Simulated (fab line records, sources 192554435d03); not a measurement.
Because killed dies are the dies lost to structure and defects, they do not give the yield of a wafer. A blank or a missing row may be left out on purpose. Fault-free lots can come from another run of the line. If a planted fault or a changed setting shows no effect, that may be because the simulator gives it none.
What tool caused it?	flow n5_finfet	27 wafers from 9 lots sampled at 6 of the route's 1938 steps

WHAT EACH GAUGE READ, for each wafer
N5_STI_FIN_REVEAL_INSPECT_13: inspects for defects (darkfield).
lot	measured	on	raw_defect_count
L222	day 2 14:11	defect_inspect-01	7 14 9
L224	day 3 04:56	defect_inspect-02	11 14 12
L230	day 4 14:13	defect_inspect-01	13 8 12
L231	day 5 03:34	defect_inspect-01	10 16 6
L232	day 5 04:23	defect_inspect-01	810 794 805
L234	day 5 13:07	defect_inspect-01	858 852 826
L236	day 6 05:04	defect_inspect-01	795 858 854
L239	day 6 20:43	defect_inspect-02	10 11 10
L245	day 8 07:41	defect_inspect-01	15 17 17

N5_BEOL_M4_RC_MEAS_101.
lot	measured	on	DIBL_N (mV/V)	DIBL_P (mV/V)	IOFF_N (nA/um)	IOFF_P (nA/um)	ION_N (uA/um)	ION_P (uA/um)	SS_N (mV/dec)	SS_P (mV/dec)	VT_N (mV)	VT_P (mV)
L222	day 8 10:06	prober-01	36.0 37.1 36.7	37.1 37.0 36.6	0.17 0.18 0.18	0.24 0.23 0.23	684 682 669	471 464 467	71.4 71.3 71.6	73.4 73.3 73.3	249 248 249	-247 -248 -247
L224	day 8 12:48	prober-01	34.3 35.8 36.6	33.3 34.4 34.3	0.12 0.15 0.15	0.16 0.17 0.16	668 677 646	456 457 440	71.9 72.1 72.3	72.0 72.7 72.8	251 247 252	-252 -253 -253
L230	day 10 03:45	prober-01	37.8 40.1 37.4	37.9 41.5 36.9	0.17 0.24 0.17	0.24 0.30 0.21	666 692 683	464 474 464	72.3 72.6 72.0	73.3 74.2 73.6	249 244 252	-248 -246 -249
L231	day 10 15:08	prober-02	36.1 35.6 36.9	34.8 35.0 34.9	0.18 0.16 0.18	0.23 0.23 0.23	668 691 671	458 471 458	71.5 71.1 72.4	73.4 73.6 73.5	247 248 250	-249 -247 -247
L232	day 10 21:30	prober-01	37.7 36.0 34.8	38.1 35.1 33.7	0.19 0.15 0.13	0.27 0.21 0.18	687 656 678	477 455 462	71.5 71.8 71.3	73.5 72.4 73.1	248 249 251	-244 -249 -249
L234	day 10 21:58	prober-02	34.8 37.0 32.8	35.7 37.5 32.3	0.13 0.16 0.10	0.19 0.21 0.14	672 676 658	462 459 451	71.4 72.0 71.4	73.5 73.7 71.9	251 249 255	-250 -248 -255
L236	day 11 21:53	prober-02	34.5 37.2 37.5	34.6 37.2 38.0	0.12 0.16 0.16	0.16 0.19 0.20	667 676 672	455 457 460	71.1 71.5 72.1	72.6 72.8 73.8	252 250 252	-255 -254 -253
L239	day 12 18:06	prober-02	34.7 36.5 36.4	33.5 35.0 35.7	0.13 0.15 0.15	0.19 0.22 0.22	671 647 658	460 448 456	71.4 72.0 71.8	72.2 72.6 72.8	252 251 251	-249 -247 -247
L245	day 14 05:07	prober-02	36.1 32.9 36.1	37.4 33.9 37.3	0.16 0.12 0.16	0.21 0.17 0.20	685 672 681	467 457 460	71.8 70.4 71.1	73.0 72.3 73.9	251 252 249	-252 -252 -253

WHAT TOOL EACH LOT RAN ON (gives the tool, then ch and the chambers of the sampled wafers, and finally the start)
lot	N5_FIN_CUT_CUT_ETCH_15	N5_STI_FIN_REVEAL_STRIP_24	N5_STI_FIN_REVEAL_PRECLEAN_26	N5_STI_FIN_REVEAL_OXIDATION_31
L222	rie_si-03 ch 0,1,3, day 2 05:07	rie_diel-04 ch 0,1,2, day 2 11:11	wet_bench-05 ch 1,4,7, day 2 11:20	plasma_asher-02 ch 0,1, day 2 13:33
L224	rie_si-03 ch 0,1,2, day 2 19:37	rie_diel-03 ch 1,2,3, day 3 01:55	wet_bench-06 ch 1,3,6, day 3 02:04	plasma_asher-02 ch 0,1, day 3 04:19
L230	rie_si-01 ch 0,3, day 4 05:14	rie_diel-04 ch 1,2,3, day 4 11:13	wet_bench-05 ch 0,4,5, day 4 11:22	plasma_asher-01 ch 1, day 4 13:34
L231	rie_si-03 ch 1,3, day 4 16:14	rie_diel-03 ch 0,1,2, day 5 00:28	wet_bench-05 ch 0,2,7, day 5 00:37	plasma_asher-02 ch 0,1, day 5 02:55
L232	rie_si-01 ch 0,2,3, day 4 16:41	rie_diel-03 ch 1,2,3, day 5 00:55	wet_bench-05 ch 3,4,5, day 5 01:04	plasma_asher-01 ch 0,1, day 5 03:43
L234	rie_si-03 ch 0,1,2, day 5 03:59	rie_diel-04 ch 0,1,2, day 5 10:02	wet_bench-05 ch 0,5,6, day 5 10:11	plasma_asher-02 ch 0,1, day 5 12:26
L236	rie_si-01 ch 0,1,2, day 5 19:59	rie_diel-04 ch 1,2,3, day 6 02:02	wet_bench-05 ch 0,3,6, day 6 02:11	plasma_asher-01 ch 0,1, day 6 04:25
L239	rie_si-01 ch 1,2, day 6 10:16	rie_diel-03 ch 0,2, day 6 17:38	wet_bench-03 ch 1,2,6, day 6 17:47	plasma_asher-01 ch 0,1, day 6 20:02
L245	rie_si-03 ch 2,3, day 7 21:25	rie_diel-02 ch 0,1,2, day 8 04:28	wet_bench-06 ch 1,3,5, day 8 04:39	plasma_asher-01 ch 0,1, day 8 07:01
- N5_FIN_CUT_CUT_ETCH_15: etches Si in HBr/Cl2/O2, target depth 100 nm, bt time 10 s, time 42.4 s.
- N5_STI_FIN_REVEAL_STRIP_24: strips in N2/H2, time 90 s.
- N5_STI_FIN_REVEAL_PRECLEAN_26: cleans in SC1, time 45 s.
- N5_STI_FIN_REVEAL_OXIDATION_31: chemistry O2 PLASMA REMOTE, time 20 s.

AS READ BY THE TOOLS THEMSELVES (means over the sampled wafers that have a number; for cases with no such wafer, the mark the record gives instead)
N5_FIN_CUT_CUT_ETCH_15.
lot	tool	O2_flow_sccm (sccm)	drypump_motor_current_A (A)	oes_product_au (a.u.)	throttle_valve_pct (%)
L222	rie_si-03	12.00	5.9	0.997	37.0
L224	rie_si-03	11.99	5.9	1.005	37.0
L230	rie_si-01	12.03	5.2	1.009	37.4
L231	rie_si-03	12.00	5.9	1.008	37.1
L232	rie_si-01	12.00	5.3	1.003	37.0
L234	rie_si-03	12.04	5.9	1.000	37.0
L236	rie_si-01	12.00	5.5	1.003	37.0
L239	rie_si-01	11.98	5.4	1.003	36.7
L245	rie_si-03	11.99	6.0	1.013	37.1

N5_STI_FIN_REVEAL_STRIP_24.
lot	tool	drypump_motor_current_A (A)	oes_product_au (a.u.)	rf_vpp_V (V)	showerhead_plenum_p_Torr (Torr)	throttle_valve_pct (%)
L222	rie_diel-04	5.8	0.74	44.9	3.35	12.25
L224	rie_diel-03	5.7	0.79	46.0	3.42	12.29
L230	rie_diel-04	5.8	0.80	44.8	3.39	12.18
L231	rie_diel-03	5.6	0.69	44.8	3.37	12.53
L232	rie_diel-03	5.7	0.77	45.0	3.41	12.34
L234	rie_diel-04	5.8	0.83	46.6	3.47	12.09
L236	rie_diel-04	5.8	0.78	45.9	3.38	12.22
L239	rie_diel-03	5.4	0.67	44.7	3.32	12.57
L245	rie_diel-02	5.8	0.77	45.5	3.29	12.23

N5_STI_FIN_REVEAL_OXIDATION_31.
lot	tool	drypump_motor_current_A (A)	heater_power_w (W)
L222	plasma_asher-02	5.66	159
L224	plasma_asher-02	5.85	169
L230	plasma_asher-01	5.75	128
L231	plasma_asher-02	5.84	170
L232	plasma_asher-01	5.60	131
L234	plasma_asher-02	5.66	154
L236	plasma_asher-01	5.58	130
L239	plasma_asher-01	5.57	131
L245	plasma_asher-01	5.60	131

THE ANSWER, worked out from the rows above alone
Rule: the usual values come from the lots themselves. The widest of any qualifying gaps counts: lots, ordered by their means at a reading, are off when they make up no more than a third of the lots, leave a main group of 4 or more, and stand apart from it by 3 or more times the standard deviation of that group's means. Not used: any main group whose means are identical at the precision the tables above print for the reading. Also off: a lot with no number at a reading for which 4 or more lots have one. All remaining lots with rows at the step are treated as sound. After the gauges, taken in route order, come the tools' own readings; for these a lot's mean is taken, as printed above. The first step at which some lot is off is used, and at that step the reading that is off furthest; a lot without a number counts as furthest.
Off at N5_STI_FIN_REVEAL_INSPECT_13 (raw_defect_count): L232, L234, L236. Main group: mean 12, sd 2.2.
A tool fits if, at a process step before that reading, it ran every lot that is off, and no sound lot after the first of them. The gauges at N5_STI_FIN_REVEAL_INSPECT_13 are tried like those tools. One fits: wet_bench-05 at N5_STI_FIN_REVEAL_PRECLEAN_26. Its last sound lot is L231 (day 5 00:37), its first lot that is off L232 (day 5 01:04): a fault that began between those two fits.

WHAT WAS PUT IN BY THE SIMULATOR
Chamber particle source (wet_bench-05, N5_STI_FIN_REVEAL_PRECLEAN_26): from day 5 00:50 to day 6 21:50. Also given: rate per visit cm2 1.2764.
Struck lots among those shown: L232, L234, L236. Same finding as the rule above.
